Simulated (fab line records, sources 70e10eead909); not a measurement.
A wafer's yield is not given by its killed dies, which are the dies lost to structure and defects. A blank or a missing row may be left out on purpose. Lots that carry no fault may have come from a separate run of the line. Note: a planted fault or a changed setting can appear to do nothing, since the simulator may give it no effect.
Matching of chambers :: flow nand_harc :: 4 sister chambers for NHARC_A_STAIRCASE_STRIP_476 on rie_diel-13
The step strips in O2, time 20 s. 27 wafers are shown with their chamber, then 12 later ones without.

== WAFERS, EACH WITH ITS CHAMBER ==
wafer: L075.3
chamber: 2
drypump_motor_current_A (A): 6.0
showerhead_plenum_p_Torr (Torr): 3.80
rf_vpp_V (V): 57.9

wafer: L075.5
chamber: 2
drypump_motor_current_A (A): 6.0
showerhead_plenum_p_Torr (Torr): 3.80
rf_vpp_V (V): 58.4

wafer: L075.6
chamber: 3
drypump_motor_current_A (A): 5.9
showerhead_plenum_p_Torr (Torr): 3.57
rf_vpp_V (V): 56.9

wafer: L077.1
chamber: 1
drypump_motor_current_A (A): 6.7
showerhead_plenum_p_Torr (Torr): 3.32
rf_vpp_V (V): 56.5

wafer: L077.2
chamber: 2
drypump_motor_current_A (A): 6.0
showerhead_plenum_p_Torr (Torr): 3.80
rf_vpp_V (V): 57.4

wafer: L077.3
chamber: 3
drypump_motor_current_A (A): 5.9
showerhead_plenum_p_Torr (Torr): 3.57
rf_vpp_V (V): 57.4

wafer: L077.4
chamber: 0
drypump_motor_current_A (A): 5.0
showerhead_plenum_p_Torr (Torr): 3.50
rf_vpp_V (V): 57.5

wafer: L077.5
chamber: 0
drypump_motor_current_A (A): 5.0
showerhead_plenum_p_Torr (Torr): 3.50
rf_vpp_V (V): 58.5

wafer: L077.6
chamber: 3
drypump_motor_current_A (A): 5.8
showerhead_plenum_p_Torr (Torr): 3.57
rf_vpp_V (V): 58.9

wafer: L078.2
chamber: 3
drypump_motor_current_A (A): 5.8
showerhead_plenum_p_Torr (Torr): 3.57
rf_vpp_V (V): 57.0

wafer: L078.4
chamber: 2
drypump_motor_current_A (A): 6.0
showerhead_plenum_p_Torr (Torr): 3.79
rf_vpp_V (V): 59.6

wafer: L078.5
chamber: 2
drypump_motor_current_A (A): 6.0
showerhead_plenum_p_Torr (Torr): 3.79
rf_vpp_V (V): 60.0

wafer: L081.1
chamber: 1
drypump_motor_current_A (A): 6.7
showerhead_plenum_p_Torr (Torr): 3.31
rf_vpp_V (V): 57.1

wafer: L081.3
chamber: 0
drypump_motor_current_A (A): 5.1
showerhead_plenum_p_Torr (Torr): 3.49
rf_vpp_V (V): 57.9

wafer: L081.4
chamber: 3
drypump_motor_current_A (A): 5.8
showerhead_plenum_p_Torr (Torr): 3.56
rf_vpp_V (V): 59.3

wafer: L088.1
chamber: 3
drypump_motor_current_A (A): 5.9
showerhead_plenum_p_Torr (Torr): 3.55
rf_vpp_V (V): 57.0

wafer: L088.4
chamber: 0
drypump_motor_current_A (A): 5.1
showerhead_plenum_p_Torr (Torr): 3.49
rf_vpp_V (V): 57.9

wafer: L088.5
chamber: 3
drypump_motor_current_A (A): 5.9
showerhead_plenum_p_Torr (Torr): 3.55
rf_vpp_V (V): 58.8

wafer: L091.2
chamber: 3
drypump_motor_current_A (A): 5.8
showerhead_plenum_p_Torr (Torr): 3.55
rf_vpp_V (V): 57.9

wafer: L091.3
chamber: 2
drypump_motor_current_A (A): 6.0
showerhead_plenum_p_Torr (Torr): 3.78
rf_vpp_V (V): 59.0

wafer: L091.4
chamber: 1
drypump_motor_current_A (A): 6.7
showerhead_plenum_p_Torr (Torr): 3.30
rf_vpp_V (V): 57.6

wafer: L091.1
chamber: 0
drypump_motor_current_A (A): 5.1
showerhead_plenum_p_Torr (Torr): 3.48
rf_vpp_V (V): 57.5

wafer: L091.5
chamber: 0
drypump_motor_current_A (A): 5.1
showerhead_plenum_p_Torr (Torr): 3.48
rf_vpp_V (V): 57.5

wafer: L091.6
chamber: 3
drypump_motor_current_A (A): 5.8
showerhead_plenum_p_Torr (Torr): 3.55
rf_vpp_V (V): 57.6

wafer: L090.1
chamber: 0
drypump_motor_current_A (A): 5.1
showerhead_plenum_p_Torr (Torr): 3.48
rf_vpp_V (V): 58.1

wafer: L090.2
chamber: 2
drypump_motor_current_A (A): 6.0
showerhead_plenum_p_Torr (Torr): 3.78
rf_vpp_V (V): 59.0

wafer: L090.3
chamber: 3
drypump_motor_current_A (A): 5.9
showerhead_plenum_p_Torr (Torr): 3.55
rf_vpp_V (V): 58.0

SIGNATURES, as means of the wafers listed above
reading: drypump_motor_current_A
chamber 0: 5.071
chamber 1: 6.700
chamber 2: 6.000
chamber 3: 5.850
scatter within a chamber: 0.0413

reading: showerhead_plenum_p_Torr
chamber 0: 3.4886
chamber 1: 3.3100
chamber 2: 3.7914
chamber 3: 3.5590
scatter within a chamber: 0.00947

reading: rf_vpp_V
chamber 0: 57.843
chamber 1: 57.067
chamber 2: 58.757
chamber 3: 57.880
scatter within a chamber: 0.76
Rule: a wafer lies at a distance from a chamber equal to the root of the sum of squares, over the readings, of (its reading less the chamber's mean, divided by the reading's scatter). The wafer belongs to the nearest chamber; if the next one is less than 2 further off, it can't be placed. The scatter: the root of (the sum of the squares of (reading less its chamber's mean) over the shown wafers, divided by (wafers less chambers)).

== WAFERS WITH NO CHAMBER GIVEN ==
wafer: L092.1
drypump_motor_current_A (A): 6.0
showerhead_plenum_p_Torr (Torr): 3.77
rf_vpp_V (V): 58.3

wafer: L092.2
drypump_motor_current_A (A): 5.1
showerhead_plenum_p_Torr (Torr): 3.48
rf_vpp_V (V): 56.9

wafer: L092.5
drypump_motor_current_A (A): 6.6
showerhead_plenum_p_Torr (Torr): 3.30
rf_vpp_V (V): 57.3

wafer: L094.1
drypump_motor_current_A (A): 5.1
showerhead_plenum_p_Torr (Torr): 3.48
rf_vpp_V (V): 59.8

wafer: L094.3
drypump_motor_current_A (A): 6.6
showerhead_plenum_p_Torr (Torr): 3.29
rf_vpp_V (V): 58.1

wafer: L094.4
drypump_motor_current_A (A): 6.0
showerhead_plenum_p_Torr (Torr): 3.77
rf_vpp_V (V): 58.4

wafer: L096.1
drypump_motor_current_A (A): 5.8
showerhead_plenum_p_Torr (Torr): 3.54
rf_vpp_V (V): 58.8

wafer: L096.4
drypump_motor_current_A (A): 5.1
showerhead_plenum_p_Torr (Torr): 3.47
rf_vpp_V (V): 58.1

wafer: L096.6
drypump_motor_current_A (A): 5.1
showerhead_plenum_p_Torr (Torr): 3.47
rf_vpp_V (V): 58.2

wafer: L097.1
drypump_motor_current_A (A): 6.7
showerhead_plenum_p_Torr (Torr): 3.29
rf_vpp_V (V): 56.4

wafer: L097.2
drypump_motor_current_A (A): 6.0
showerhead_plenum_p_Torr (Torr): 3.76
rf_vpp_V (V): 58.2

wafer: L097.5
drypump_motor_current_A (A): 6.7
showerhead_plenum_p_Torr (Torr): 3.29
rf_vpp_V (V): 57.9

== WHICH CHAMBER EACH WENT THROUGH ==
wafer: L092.1
from the rows above: 2
in truth: 2

wafer: L092.2
from the rows above: 0
in truth: 0

wafer: L092.5
from the rows above: 1
in truth: 1

wafer: L094.1
from the rows above: 0
in truth: 0

wafer: L094.3
from the rows above: 1
in truth: 1

wafer: L094.4
from the rows above: 2
in truth: 2

wafer: L096.1
from the rows above: 3
in truth: 3

wafer: L096.4
from the rows above: 0
in truth: 0

wafer: L096.6
from the rows above: 0
in truth: 0

wafer: L097.1
from the rows above: 1
in truth: 1

wafer: L097.2
from the rows above: 2
in truth: 2

wafer: L097.5
from the rows above: 1
in truth: 1
Correct placement for 12 of the 12. From these rows, 0 cannot be placed. 0 placed wrongly.
